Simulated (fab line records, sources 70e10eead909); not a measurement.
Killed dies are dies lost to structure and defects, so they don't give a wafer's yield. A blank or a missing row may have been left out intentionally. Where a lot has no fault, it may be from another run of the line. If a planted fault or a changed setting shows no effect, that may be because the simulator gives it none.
Matching of chambers	flow nand harc	NHARC_A_ZERO_WELL_ETCH_19 on rie diel-10 has 4 sister chambers
The step etches the open film in N2/H2, target depth 80 nm, overetch 24 nm, time 87.88 s. 16 wafers are shown with their chamber, then 8 later ones without.

== WAFERS PAIRED WITH THEIR CHAMBERS ==
wafer	chamber	rf vpp V (V)	bias w (W)	oes product au (a.u.)
L808.2	0	432.8	150.3	1.014
L808.3	2	432.3	149.7	1.019
L808.5	2	432.1	150.6	1.015
L813.2	0	433.0	150.0	1.027
L813.4	2	431.9	151.1	1.005
L813.6	2	432.7	150.5	1.010
L814.1	0	430.9	150.0	1.019
L814.2	3	429.8	150.1	1.014
L814.3	1	430.4	151.0	0.988
L815.1	1	427.8	150.3	0.999
L815.3	2	433.0	150.0	0.999
L815.6	3	429.5	150.5	0.992
L824.2	2	432.5	150.3	1.005
L824.4	0	432.6	149.5	0.995
L824.5	1	427.2	150.3	1.008
L825.1	2	435.7	149.7	1.006

SIGNATURES (means of the wafers above)
reading	chamber 0	chamber 1	chamber 2	chamber 3	scatter within a chamber
rf vpp V	432.325	428.467	432.886	429.650	1.25
bias w	149.950	150.533	150.271	150.300	0.439
oes product au	1.01375	0.99833	1.00843	1.00300	0.0103
Rule: for each reading, subtract the chamber's mean from the wafer's reading, divide by that reading's scatter and square the result; add these up over the readings and take the root, which gives the wafer's distance from the chamber. The wafer belongs to the nearest chamber; if the next one is less than 2 further off, it can't be placed. The scatter: take each reading less its chamber's mean, square it, sum over the shown wafers, divide by the number of wafers less the number of chambers, and take the root.

== WAFERS WHOSE CHAMBER IS MISSING ==
wafer	rf vpp V (V)	bias w (W)	oes product au (a.u.)
L825.5	432.5	149.9	1.004
L825.6	426.8	150.0	1.003
L828.1	428.1	149.7	1.005
L828.2	432.6	150.2	1.000
L828.5	429.2	150.0	1.012
L830.1	429.3	149.6	1.003
L830.3	429.1	150.1	1.014
L830.6	426.9	150.0	1.004

== CHAMBER TAKEN BY EACH ==
wafer	from the rows above	in truth
L825.5	can't be placed: 0 or 2 or 3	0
L825.6	can't be placed: 1 or 3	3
L828.1	can't be placed: 3 or 1 or 0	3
L828.2	can't be placed: 2 or 0 or 3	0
L828.5	can't be placed: 3 or 1 or 0 or 2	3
L830.1	can't be placed: 3 or 1 or 0 or 2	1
L830.3	can't be placed: 3 or 1 or 0 or 2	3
L830.6	can't be placed: 1 or 3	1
Correctly placed: 0 of 8. From these rows, 8 cannot be placed; in 8 the true chamber is one of the candidates. Wrongly placed: 0.
